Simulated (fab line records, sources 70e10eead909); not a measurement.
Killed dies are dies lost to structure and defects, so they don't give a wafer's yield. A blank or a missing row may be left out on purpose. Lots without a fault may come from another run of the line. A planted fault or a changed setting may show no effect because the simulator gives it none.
Chamber matching | flow nand_harc | NHARC_P_STI_DESCUM_14 on rie_diel-03: 4 sister chambers
The step chemistry O2, time 3 s. 8 wafers are shown with their chamber, then 11 later ones without.

WAFERS WITH THEIR CHAMBER
wafer  | chamber | drypump_motor_current_A (A) | oes_product_au (a.u.)
L082.6 | 2       | 5.8                         | 0.985
L083.1 | 1       | 5.7                         | 1.016
L083.3 | 3       | 5.6                         | 0.999
L083.5 | 2       | 5.7                         | 0.991
L084.1 | 3       | 5.6                         | 1.008
L084.3 | 0       | 6.3                         | 1.004
L084.6 | 0       | 6.3                         | 0.992
L090.1 | 1       | 5.7                         | 1.017

WAFERS WITHOUT THEIR CHAMBER
wafer  | drypump_motor_current_A (A) | oes_product_au (a.u.)
L090.3 | 5.8                         | 1.009
L090.6 | 5.8                         | 1.007
L094.1 | 5.6                         | 0.997
L094.4 | 5.7                         | 1.005
L094.6 | 5.7                         | 1.013
L096.3 | 5.6                         | 1.013
L096.5 | 5.7                         | 1.023
L096.6 | 5.8                         | 1.010
L097.1 | 5.5                         | 1.008
L097.2 | 6.3                         | 0.994
L097.6 | 5.7                         | 1.016

WHICH CHAMBER EACH WENT THROUGH
wafer  | from the rows above          | in truth
L090.3 | can't be placed: 1 or 2      | 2
L090.6 | can't be placed: 1 or 2      | 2
L094.1 | 3                            | 3
L094.4 | can't be placed: 1 or 3 or 2 | 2
L094.6 | 1                            | 1
L096.3 | can't be placed: 3 or 1      | 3
L096.5 | 1                            | 1
L096.6 | can't be placed: 1 or 2      | 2
L097.1 | 3                            | 3
L097.2 | 0                            | 0
L097.6 | 1                            | 1
Placed correctly: 6 of 11. Can't be placed from these rows: 5 (the true chamber is among the candidates in 5). Placed wrongly: 0.
How it was worked out, from the rows above alone: a wafer's distance from a chamber is the root of the sum, over the readings, of the square of ((its reading less the chamber's mean) divided by the reading's scatter). The wafer belongs to the nearest chamber; if the next one is less than 2 further off, it can't be placed. A chamber's mean is the mean of its shown wafers. The scatter: the root of (the sum of the squares of (reading less its chamber's mean) over the shown wafers, divided by (wafers less chambers)).
